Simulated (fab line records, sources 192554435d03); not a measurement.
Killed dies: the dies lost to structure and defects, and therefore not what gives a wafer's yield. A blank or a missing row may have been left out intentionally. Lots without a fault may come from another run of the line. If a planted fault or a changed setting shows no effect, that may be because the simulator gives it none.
Struck lot and sound lot, side by side || flow n5 finfet || 39 steps out of a route of 1938
Sound: these wafers, L978.2, L978.5, L978.6. The struck wafers were L961.2, L961.4, L961.5. At the end, the cause is stated.
At each step with rows: each side's tool, then ch and its chambers, then its first start. Under that, the readings that differ: sound wafers || struck wafers || difference of the means || sigmas: that difference in standard deviations of wafers without a fault.
alike: same words and numbers on both sides, and readings whose means sit less than 2 such deviations apart. not compared: any withheld reading, any reading some wafer has no value for, any bound like >300 that may hide the same value, and any number with overlapping values for which the record gives no deviation.
Wherever a step has rows on one side only, a row that says differs or no value, or a row with sigmas, the two part there. When numbers do not overlap yet have no deviation, they are printed without sigmas and do not part them. A reading that every wafer of one side lacks parts them only if that side has two wafers or more.

first, 9 steps without rows for these wafers: N5_HKMG_FIN_PEB_10 (peb time 60 s); N5_HKMG_FIN_DEVELOP_11 (develop time 30 s); N5_HKMG_FIN_DESCUM_17 (chemistry O2, time 7.9 s); N5_HKMG_FIN_ETCH_31 (etches SiARC in CF4, target depth 45.5 nm, time 75.8 s); N5_HKMG_FIN_ETCH_32 (etches SOC in N2/H2, target depth 240 nm, time 300 s); N5_HKMG_FIN_STRIP_33 (strips in N2/H2); N5_HKMG_FIN_STRIP_34 (strips in CF4); N5_HKMG_FIN_ETCH_35 (etches SOC in N2/H2, target depth 215.8 nm, time 243.4 s); N5_HKMG_FIN_STRIP_92 (strips SOC in N2/H2, time 20 s).
N5_HKMG_FIN_WET_ETCH_18: etches TiN in SC1, time 55 s, target depth 5.2 nm, rinse time 30 s.
  sound on wet bench-06 ch 0,4,5, day 9 22:01; struck on wet bench-05 ch 2,4,5, day 5 12:33
  no value came back on the struck wafers for bath heat duty pct (%), diw flow mL min, time s (s); on the sound wafers bath heat duty pct (%) reads 5.3 7.9 6.6
  not compared: bath guard temp C, temp c
then, 27 steps without rows for these wafers: N5_HKMG_FIN_STRIP_19 (strips in N2/H2, time 360 s); N5_HKMG_FIN_ALD_91 (deposits TiN, target thk 1 nm, pulse time 1 s, purge time 3 s); N5_HKMG_FIN_COAT_85 (time 60 s, resist thk 300 nm); N5_HKMG_FIN_ETCH_86 (etches SOC in N2/H2, stops on TiN, target depth 393.2 nm); N5_HKMG_FIN_STRIP_89 (strips SOC in N2/H2, time 20 s); N5_HKMG_FIN_WET_ETCH_87 (etches TiN in SC1, time 154.2 s, target depth 4.7 nm, rinse time 30 s); N5_HKMG_FIN_STRIP_88 (strips in N2/H2, time 360 s); N5_HKMG_FIN_NWFM_ALD_20 (deposits TiAlC, target thk 2 nm, pulse time 3 s, purge time 2 s); N5_HKMG_FIN_ALD_71 (deposits TiN, target thk 1 nm, pulse time 1 s, purge time 3 s); N5_HKMG_FIN_COAT_66 (time 60 s, resist thk 300 nm); N5_HKMG_FIN_ETCH_67 (etches SOC in N2/H2, stops on TiN, target depth 388.9 nm); N5_HKMG_FIN_STRIP_90 (strips SOC in N2/H2, time 20 s); N5_HKMG_FIN_WET_ETCH_73 (etches the open film in SC1, time 42.3 s, target depth 1.3 nm, rinse time 30 s); N5_HKMG_FIN_ETCHBACK_68 (etches the open film in Cl2/Ar, stops on HfO2, target depth 0.5 nm); N5_HKMG_FIN_STRIP_69 (strips in N2/H2, time 360 s); N5_HKMG_FIN_ALD_21 (deposits TiN, target thk 1.5 nm, pulse time 1 s, purge time 3 s); N5_HKMG_FIN_ALD_72 (deposits W, target thk 2 nm, pulse time 1 s, purge time 2 s); N5_HKMG_FIN_W_FILL_22 (material W, target thk 60 nm, time 18.2 s); N5_HKMG_FIN_PRECLEAN_83 (cleans in DIW, time 57.5 s); N5_HKMG_FIN_SRD_84 (dry time 32 s); N5_HKMG_FIN_CMP_23 (polishes, stops on SiNx, t overpolish 10 s, target thk 46.326 nm); N5_HKMG_FIN_CMP_94 (polishes, stops on SiNx, t overpolish 4.7 s, target thk 43.299 nm); N5_GATE_CUT_ETCHBACK_00 (etches W in SF6/Cl2); N5_GATE_CUT_ETCH_56 (etches TiN in Cl2/Ar, target depth 21.6 nm); N5_GATE_CUT_ETCHBACK_30 (etches TiN in Cl2/Ar, target depth 3 nm); N5_GATE_CUT_VAPOR_ETCH_60 (etches HfO2 in BCl3/Cl2); N5_GATE_CUT_ETCH_58 (etches SiNx in CH3F/O2, target depth 17 nm, time 128.6 s).
-- record jumps: 4 days separate the struck wafers' starts on either side; left off in module GATE_CUT, taken up again in module BEOL_M4, whose first shown step is the route's number 1111 --
N5_BEOL_M4_RC_MEAS_101:
  sound on prober-01 ch 0, day 13 10:43; struck on prober-01 ch 0, day 9 11:44
{"reading": "IOFF_N (nA/um)", "sound": "0.21 0.21 0.18", "struck": "0.00 0.00 0.00", "difference": -0.20, "sigmas": -5}
{"reading": "IOFF_N_85C (nA/um)", "sound": "3.9 3.8 3.5", "struck": "0.0 0.0 0.0", "difference": -3.7, "sigmas": -5}
{"reading": "IOFF_N_LIN (nA/um)", "sound": "0.092 0.093 0.088", "struck": "0.000 0.000 0.000", "difference": -0.091, "sigmas": -6}
{"reading": "IOFF_N_LONG (nA/um)", "sound": "5.62e-05 5.44e-05 5.45e-05", "struck": "2.91e-05 2.87e-05 2.93e-05", "difference": -2.60e-05, "sigmas": -9}
{"reading": "ION_N (uA/um)", "sound": "689 688 691", "struck": "245 233 246", "difference": -448, "sigmas": -32}
{"reading": "VT_N (mV)", "sound": "245 245 247", "struck": "457 466 452", "difference": "+213", "sigmas": "+53"}
{"reading": "VT_N_LONG (mV)", "sound": "275.5 275.2 277.0", "struck": "479.9 481.4 485.6", "difference": "+206.4", "sigmas": "+99 or more"}
{"reading": "VT_N_LVT (mV)", "sound": "95 95 95", "struck": "309 311 301", "difference": "+212", "sigmas": "+52"}
  alike: DIBL_N, DIBL_P, IOFF_P, ION_P, SS_N, SS_P, VT_P
-- a jump in the record: the struck wafers' starts before and after are 4 days apart (it breaks off in module BEOL_M4 and resumes in module PASSIVATION, where the first step shown is number 1936 of the route) --
N5_PASSIVATION_PROBE_49:
  sound: prober-02 at day 17 16:07; struck: prober-01 at day 13 21:32
{"reading": "defect limited yield (%)", "sound": "89.7 88.6 90.1", "struck": "91.8 93.2 93.9", "difference": "+3.5", "sigmas": "+2"}
{"reading": "killed at contacts", "sound": "24 30 28", "struck": "14 6 11", "difference": -17, "sigmas": -3}
{"reading": "killed dies", "sound": "121 135 117", "struck": "97 80 72", "difference": -41, "sigmas": -2}
{"reading": "killed short", "sound": "41 50 40", "struck": "21 29 18", "difference": -21, "sigmas": -3}
{"reading": "sort_bin_6_memory (%)", "sound": "4.3 4.5 4.4", "struck": "2.6 2.5 2.0", "difference": -2.0, "sigmas": -3}
{"reading": "sort_bin_8_speed (%)", "sound": "0 0 0", "struck": "91.8 93.2 93.9", "difference": "+93.0", "sigmas": "+99 or more"}
{"reading": "sort n pass", "sound": "1059 1045 1063", "struck": "0 0 0", "difference": -1056, "sigmas": -56}
{"reading": "sort yield pct (%)", "sound": "89.7 88.6 90.1", "struck": "0 0 0", "difference": -89, "sigmas": -56}
  alike: killed_at_M0_to_M3, killed_at_M4_up, killed at front end, killed at other, killed on rim, killed open, sort_bin_5_function

== WHERE THEY PART ==
At N5_HKMG_FIN_WET_ETCH_18 first; at N5_PASSIVATION_PROBE_49 last (within this record only).

WHY: what had been put in by the simulator
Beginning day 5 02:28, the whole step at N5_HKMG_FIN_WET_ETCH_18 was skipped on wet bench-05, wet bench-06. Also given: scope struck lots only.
